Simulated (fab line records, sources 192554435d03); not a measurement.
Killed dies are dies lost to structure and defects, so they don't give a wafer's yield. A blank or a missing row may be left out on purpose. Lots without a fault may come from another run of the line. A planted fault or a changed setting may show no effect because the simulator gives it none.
Chamber matching | flow n5_finfet | N5_BEOL_M0_SAQP_PECVD_04 on pecvd-01: 3 sister chambers
The step deposits a-Si from SiH4/He, target thk 60 nm, time 60.2 s. 6 wafers are shown with their chamber, then 7 later ones without.

WAFERS WITH THEIR CHAMBER
wafer  | chamber | throttle_valve_pct (%) | showerhead_plenum_p_Torr (Torr)
L083.5 | 0       | 17.8                   | 5.698
L088.1 | 1       | 18.1                   | 5.734
L088.3 | 2       | 17.4                   | 5.731
L088.4 | 1       | 18.4                   | 5.725
L092.1 | 2       | 17.7                   | 5.728
L092.2 | 0       | 17.7                   | 5.709

WAFERS WITHOUT THEIR CHAMBER
wafer  | throttle_valve_pct (%) | showerhead_plenum_p_Torr (Torr)
L092.3 | 18.5                   | 5.727
L093.1 | 18.3                   | 5.716
L093.2 | 17.6                   | 5.700
L093.4 | 18.4                   | 5.722
L097.3 | 17.7                   | 5.704
L097.4 | 18.1                   | 5.724
L097.5 | 17.8                   | 5.715

WHICH CHAMBER EACH WENT THROUGH
wafer  | from the rows above          | in truth
L092.3 | 1                            | 1
L093.1 | can't be placed: 1 or 0      | 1
L093.2 | 0                            | 0
L093.4 | 1                            | 1
L097.3 | 0                            | 0
L097.4 | can't be placed: 1 or 2      | 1
L097.5 | can't be placed: 0 or 2 or 1 | 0
Placed correctly: 4 of 7. Can't be placed from these rows: 3 (the true chamber is among the candidates in 3). Placed wrongly: 0.
How it was worked out, from the rows above alone: a wafer's distance from a chamber is the root of the sum, over the readings, of the square of ((its reading less the chamber's mean) divided by the reading's scatter). The wafer belongs to the nearest chamber; if the next one is less than 2 further off, it can't be placed. A chamber's mean is the mean of its shown wafers. The scatter: the root of (the sum of the squares of (reading less its chamber's mean) over the shown wafers, divided by (wafers less chambers)).
